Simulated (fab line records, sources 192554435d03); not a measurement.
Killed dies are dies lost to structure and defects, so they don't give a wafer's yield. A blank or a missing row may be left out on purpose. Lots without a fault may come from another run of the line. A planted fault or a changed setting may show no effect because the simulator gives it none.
fab line records | flow n5_finfet
record lots=7 wafers=39
route steps=1938 shown ZERO_LAYER@11 FIN_SAQP@138 HKMG_FIN@413 GATE_CUT@467 MOL_CONTACT_COAG@624 BEOL_M1@818 BEOL_M3@980 BEOL_M5@1160 BEOL_M9@1461 BEOL_M12@1602 BEOL_M13@1687 BEOL_M15@1809
start_h: hours from the record's first day to the start of the lot's first wafer shown | wait_h: hours since the lot's step before | " the same as in the row above | L1.1+2: a row that stands for several wafers | - no value, or no start given | * or withheld: withheld | < > ~ a bound
route shown NAME@n: a module of which the file shows steps, and the number in the route of the first | usual: mean/standard deviation of fault-free wafers | same: alike in all rows | chamber/n: place in a boat | sites: the reading at each site | _std_site: their standard deviation | _edge_site: outer sites' mean less inner sites' | radius_mm: how far each site lies from the wafer's centre | mask NAME#n: copy n | behind: the tool/chamber that last shaped the wafer | hold: why the lot was held/for how many hours/how that ended | device: the transistor (n, p or np) that didn't switch | end of line: the same wafers' tests at the end of the route | a step without rows: its recipe alone | killed: dies lost to structure and defects at the first sort, not the wafer's yield | map: a wafer's dies, x killed, . not, _ none there
set.NAME: the setting as run; set.NAME@STEP: as run at that earlier step | model.NAME: the simulator's own value behind a step, which no gauge read
lots whose settings were changed on purpose; a table a step, a row a wafer
## steps
# step N5_ZERO_LAYER_DEVELOP_10
# recipe develop_time_s=60 rinse_liquid=diw dry=air_spin dev_temp_c=21
# step N5_FIN_SAQP_SPACER2_ALD_28
# recipe material=SiO2 target_thk_a=81 temp_c=300 ald_precursor_family=BDEAS ald_co_reactant=O2-plasma pulse_time_s=1 purge_time_s=2 co_reactant_purge_time_s=2 pressure_torr=2
# step N5_HKMG_FIN_CVD_62
# recipe material=a-Si target_thk_a=30 temp_c=500 precursor=Si2H6 pressure_torr=1 time_s=20.8
# step N5_GATE_CUT_ETCHBACK_30
# recipe chemistry=Cl2/Ar target=TiN target_depth_a=30 mode=isotropic pressure_mtorr=10 icp_w=600 bias_w=60 Cl2_flow_sccm=40 Ar_flow_sccm=60
# step N5_MOL_CONTACT_COAG_CVD_140
# recipe material=W target_thk_a=665 mode=selective_fill temp_c=300 time_s=215
# step N5_BEOL_M1_SPUTTER_81
# recipe material=Cu target_thk_a=45 temp_c=-20 chamber_pressure_pa=0.07 power_w=withheld time_s=8.29
# step N5_BEOL_M3_TRENCH_ETCH_37
# recipe chemistry=C4F6/O2 target_depth_a=555.55 target=SiOC time_s=29.2 ion_energy_ev=250 pressure_mtorr=30 source_w=355 bias_w=185 Ar_flow_sccm=300 C4F6_flow_sccm=10 O2_flow_sccm=10
# step N5_BEOL_M5_TRENCH_ETCH_37
# recipe chemistry=C4F6/O2 target_depth_a=716.52 target=SiCOH_lowk time_s=24.7 ion_energy_ev=250 pressure_mtorr=30 source_w=345 bias_w=185 Ar_flow_sccm=300 C4F6_flow_sccm=10 O2_flow_sccm=10
# step N5_BEOL_M9_SPUTTER_48
# recipe material=Cu target_thk_a=120 temp_c=-20 bias_v=60 power_w=26000 chamber_pressure_pa=0.13 time_s=2
# step N5_BEOL_M12_ILD_DEP_00
# recipe material=SiOC target_thk_a=6589.2 temp_c=350 precursor=DEMS/O2 pressure_torr=5 rf_w=500 time_s=130.7
# step N5_BEOL_M13_DEVELOP_27
# recipe develop_time_s=45 rinse_liquid=diw dry=air_spin dev_temp_c=21
# step N5_BEOL_M15_TRENCH_ETCH_34
# recipe chemistry=C4F8/O2/Ar target=SiO2 target_depth_a=8729.3 he_inner_torr=15 he_outer_torr=30 time_s=199 ion_energy_ev=800 pressure_mtorr=20 source_w=1905 bias_w=2040 Ar_flow_sccm=400 C4F8_flow_sccm=16 O2_flow_sccm=12
# step N5_BEOL_M15_RC_MEAS_101
# usual SERP_M5=39.5/2.5
# columns lot.wafer tool chamber start_h wait_h set.develop_time_s@ZERO_LAYER_DEVELOP_10 set.target_thk_a@FIN_SAQP_SPACER2_ALD_28 set.time_s@HKMG_FIN_CVD_62 set.target_depth_a@GATE_CUT_ETCHBACK_30 set.target_thk_a@MOL_CONTACT_COAG_CVD_140 set.target_thk_a@BEOL_M1_SPUTTER_81 set.time_s@BEOL_M3_TRENCH_ETCH_37 set.target_depth_a@BEOL_M5_TRENCH_ETCH_37 set.target_thk_a@BEOL_M9_SPUTTER_48 set.time_s@BEOL_M12_ILD_DEP_00 set.develop_time_s@BEOL_M13_DEVELOP_27 set.time_s@BEOL_M15_TRENCH_ETCH_34 SERP_M5[ohm/um]
L079.1 prober-01 0 300.36 0.0 60 81 20.8 34.61 665 29.22 29.2 716.52 120 130.7 20.85 199 35.0
L079.2 " 0 " " 70.7 81 31.04 30 665 45 29.2 716.52 120 130.7 45 313.9 40.1
L079.3 " 0 " " 70.7 53.08 20.8 34.61 665 29.22 29.2 1012 158.3 130.7 20.85 313.9 23.9
L079.4 " 0 " " 70.7 81 31.04 34.61 665 45 29.2 1012 120 130.7 20.85 199 22.8
L079.5 " 0 " " 60 53.08 31.04 30 665 29.22 29.2 716.52 158.3 130.7 45 313.9 36.7
L079.6 " 0 " " 60 53.08 20.8 30 665 45 29.2 1012 158.3 130.7 45 199 25.3
L080.1 prober-01 0 303.57 0.0 60 81 20.8 30 665 45 29.2 938.8 65.58 130.7 45 265.3 27.8
L080.2 " 0 " " 60 103.1 20.8 30 665 45 29.2 938.8 120 197.8 45 265.3 26.8
L080.3 " 0 " " 60 103.1 20.8 24.12 665 45 29.2 938.8 65.58 197.8 66.62 199 28.3
L080.4 " 0 " " 60 103.1 20.8 24.12 665 45 29.2 716.52 120 130.7 66.62 199 40.8
L080.5 " 0 " " 60 81 20.8 30 665 45 29.2 716.52 120 130.7 66.62 265.3 40.2
L080.6 " 0 " " 60 81 20.8 24.12 665 45 29.2 716.52 65.58 197.8 45 199 40.2
L087.1 prober-01 0 363.95 0.0 94.47 39.3 20.8 30 665 45 42.64 716.52 94.66 130.7 45 199 38.3
L087.2 " 0 " " 94.47 81 20.8 30 665 45 29.2 536.7 94.66 67.35 69.46 199 55.5
L087.3 " 0 " " 60 39.3 20.8 30 899.5 45 29.2 536.7 120 130.7 69.46 199 57.8
L087.4 " 0 " " 60 39.3 20.8 30 899.5 45 42.64 536.7 94.66 67.35 45 104.7 51.1
L087.5 " 0 " " 60 81 20.8 30 665 45 42.64 716.52 120 67.35 45 104.7 39.0
L087.6 " 0 " " 94.47 81 20.8 30 899.5 45 29.2 716.52 120 130.7 69.46 104.7 38.5
L089.1 prober-02 0 385.99 0.0 60 81 12.58 21.67 665 21.51 23.01 716.52 120 130.7 24.64 199 41.7
L089.2 " 0 " " 78.6 34.61 20.8 30 532 21.51 29.2 716.52 85.8 130.7 24.64 199 43.7
L089.3 " 0 " " 60 34.61 20.8 30 665 45 23.01 716.52 85.8 130.7 24.64 280.7 40.8
L089.4 " 0 " " 78.6 81 12.58 30 665 45 29.2 716.52 85.8 130.7 45 199 41.0
L089.5 " 0 " " 60 81 20.8 21.67 532 21.51 29.2 716.52 120 130.7 45 280.7 41.0
L089.6 " 0 " " 78.6 34.61 12.58 21.67 532 45 23.01 716.52 120 130.7 45 280.7 42.4
L094.2 prober-01 0 409.88 0.2 60 81 20.8 30 665 45 29.2 716.52 120 130.7 45 199 38.2
L094.3 " 0 " " 60 81 20.8 30 665 45 29.2 716.52 120 130.7 45 199 40.7
L094.4 " 0 " " 60 81 20.8 30 665 45 29.2 716.52 120 130.7 45 199 39.5
L096.1 prober-02 0 414.63 0.0 60 81 20.8 30 944.1 58.18 29.2 465.6 120 130.7 45 199 75.9
L096.2 " 0 " " 60 39.2 20.8 30 944.1 58.18 38.51 716.52 188.1 130.7 45 114 38.5
L096.3 " 0 " " 60 39.2 20.8 30 665 45 29.2 716.52 120 130.7 18.41 114 42.4
L096.4 " 0 " " 60 81 20.8 30 944.1 45 38.51 465.6 120 130.7 45 199 67.8
L096.5 " 0 " " 60 39.2 20.8 30 665 45 29.2 465.6 188.1 130.7 18.41 114 76.9
L096.6 " 0 " " 60 81 20.8 30 665 58.18 38.51 716.52 188.1 130.7 18.41 199 38.8
L097.1 prober-02 0 422.33 0.0 60 126.6 9.756 30 665 45 29.2 716.52 120 198.9 26.79 199 41.6
L097.2 " 0 " " 60 126.6 20.8 30 857.5 34.1 18.39 716.52 120 198.9 45 199 41.6
L097.3 " 0 " " 60 81 20.8 37.08 665 34.1 29.2 478.1 141 130.7 45 199 62.6
L097.4 " 0 " " 60 126.6 9.756 37.08 857.5 45 29.2 716.52 141 130.7 26.79 272.7 42.2
L097.5 " 0 " " 60 81 20.8 30 665 45 18.39 478.1 141 198.9 26.79 272.7 71.0
L097.6 " 0 " " 60 81 9.756 37.08 857.5 34.1 18.39 478.1 120 130.7 45 272.7 71.3
## key
split step=N5_ZERO_LAYER_DEVELOP_10 setting=develop_time_s stated_as=60
response none clear
split step=N5_FIN_SAQP_SPACER2_ALD_28 setting=target_thk_a stated_as=81
response none clear
split step=N5_HKMG_FIN_CVD_62 setting=time_s stated_as=20.8
response none clear
split step=N5_GATE_CUT_ETCHBACK_30 setting=target_depth_a stated_as=30
response none clear
split step=N5_MOL_CONTACT_COAG_CVD_140 setting=target_thk_a stated_as=665
response none clear
split step=N5_BEOL_M1_SPUTTER_81 setting=target_thk_a stated_as=45
response none clear
split step=N5_BEOL_M3_TRENCH_ETCH_37 setting=time_s stated_as=29.2
response none clear
split step=N5_BEOL_M5_TRENCH_ETCH_37 setting=target_depth_a stated_as=716.52
response step=N5_BEOL_M15_RC_MEAS_101 reading=SERP_M5 slope=-0.57 per=1% together_with=all explained=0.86
split step=N5_BEOL_M9_SPUTTER_48 setting=target_thk_a stated_as=120
response none clear
split step=N5_BEOL_M12_ILD_DEP_00 setting=time_s stated_as=130.7
response none clear
split step=N5_BEOL_M13_DEVELOP_27 setting=develop_time_s stated_as=45
response none clear
split step=N5_BEOL_M15_TRENCH_ETCH_34 setting=time_s stated_as=199
response none clear
